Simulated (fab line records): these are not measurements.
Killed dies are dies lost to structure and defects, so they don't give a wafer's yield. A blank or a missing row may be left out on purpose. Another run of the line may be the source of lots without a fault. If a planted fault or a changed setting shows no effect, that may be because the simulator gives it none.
Problem report in the 8D (eight disciplines) form, filled by code ; flow n5 finfet ; the parts of the form that need people (team, actions taken, sign-off) are left out

== 1. THE PROBLEM ==
Mean of killed_at_M4_up at N5_PASSIVATION_PROBE_49: 134 across 2 wafers in 2 lots; on wafers with no fault it is 14 (standard deviation 6.4). Measured from the usual mean, that is +19 standard deviations.
First seen on wafer L280.1, day 17 11:07, on prober-02. At this step, 12 wafers from 4 lots have a number in the record. Rule for "out" (also "out of limits"): further than 4 standard deviations from the usual mean. Any other wafer with a number is counted as sound.

== 2. WHAT IT IS; WHAT IT IS NOT ==
question;is;is not
which readings at this step;killed_at_M4_up, defect limited yield, killed dies, sort_bin_5_function, sort n pass, sort yield pct;killed_at_M0_to_M3, killed at contacts, killed at front end, killed at other, killed open, killed short, sort_bin_4_leakage, sort_bin_6_memory, sort_bin_8_speed
which lots;L280, L283;L272, L273
which wafers of those lots;L280.1, L283.5;L280.2, L280.5, L283.3, L283.6
read on which tools;prober-02;prober-01
when;from day 17 11:07;"up to then (6 sound wafers); but 4 sound wafers of L280, L283 came after"

== 3. THE SUSPECTS, EACH WITH WHAT RULES IT OUT ==
Counting: a tool at a process step up to the reading stays a suspect if it ran every lot that is out. Sound lots after the first of them don't rule it out here, since some wafers of a struck lot are sound.
- pvd sputter-01 at N5_BEOL_M4_SPUTTER_79 (material Cu, target thk 4.5 nm, time 8.29 s): kept. It ran every lot that is out, first L280 (day 12 18:51).
- prober-02 at N5_PASSIVATION_PROBE_49: kept. It ran every lot that is out, first L280 (day 17 11:07). On those wafers its own readings are out: defect limited yield, killed_at_M4_up, killed dies, sort_bin_5_function, sort n pass, sort yield pct.
After counting, pvd sputter-01 at N5_BEOL_M4_SPUTTER_79 and prober-02 at N5_PASSIVATION_PROBE_49 remain.

== 4. THE CAUSE (what the simulator had put in) ==
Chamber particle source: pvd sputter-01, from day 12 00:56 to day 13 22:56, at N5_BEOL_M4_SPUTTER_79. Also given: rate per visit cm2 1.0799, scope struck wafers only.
2 suspects survive the count, and this tool is in that group.

== 5. SEQUENCE OF EFFECTS, ordered by route ==
Each row: a reading where the mean over the struck wafers with a number is more than 3 standard deviations away from the usual. Readings are gone through only where the record gives a usual standard deviation; hours: the median, over the lots, of the time from a lot's start at the first step in this table giving one to that lot's start at this step; sigmas: the change measured in usual standard deviations.
hours;step;reading;usual;on struck wafers;change;sigmas
0;N5_PASSIVATION_PROBE_49;defect limited yield;91.3 %;82.5;-8.8;-5.2
0;N5_PASSIVATION_PROBE_49;killed_at_M4_up;14;134;+120;+19
0;N5_PASSIVATION_PROBE_49;killed dies;103;206;+104;+5.2
0;N5_PASSIVATION_PROBE_49;sort_bin_5_function;5.1 %;10.6;+5.5;+5.0
0;N5_PASSIVATION_PROBE_49;sort n pass;1077;974;-104;-4.9
0;N5_PASSIVATION_PROBE_49;sort yield pct;91.2 %;82.5;-8.7;-5.1
The process steps in it:
- N5_PASSIVATION_PROBE_49

== 6. WHAT WOULD HAVE CAUGHT IT SOONER ==
130 hours passed between the start of the fault at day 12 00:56 and the first reading out of limits in this record, taken at day 17 11:07.
Tool readings at N5_BEOL_M4_SPUTTER_79 with a usual standard deviation given in the record: none out on any struck wafer, hence no alarm at a limit of 4 standard deviations on them.
By day 17 11:07 the whole set of lots that are out, 2 in number, had already begun N5_BEOL_M4_SPUTTER_79 on pvd sputter-01. Holding the tool at that point would not have protected any of them.
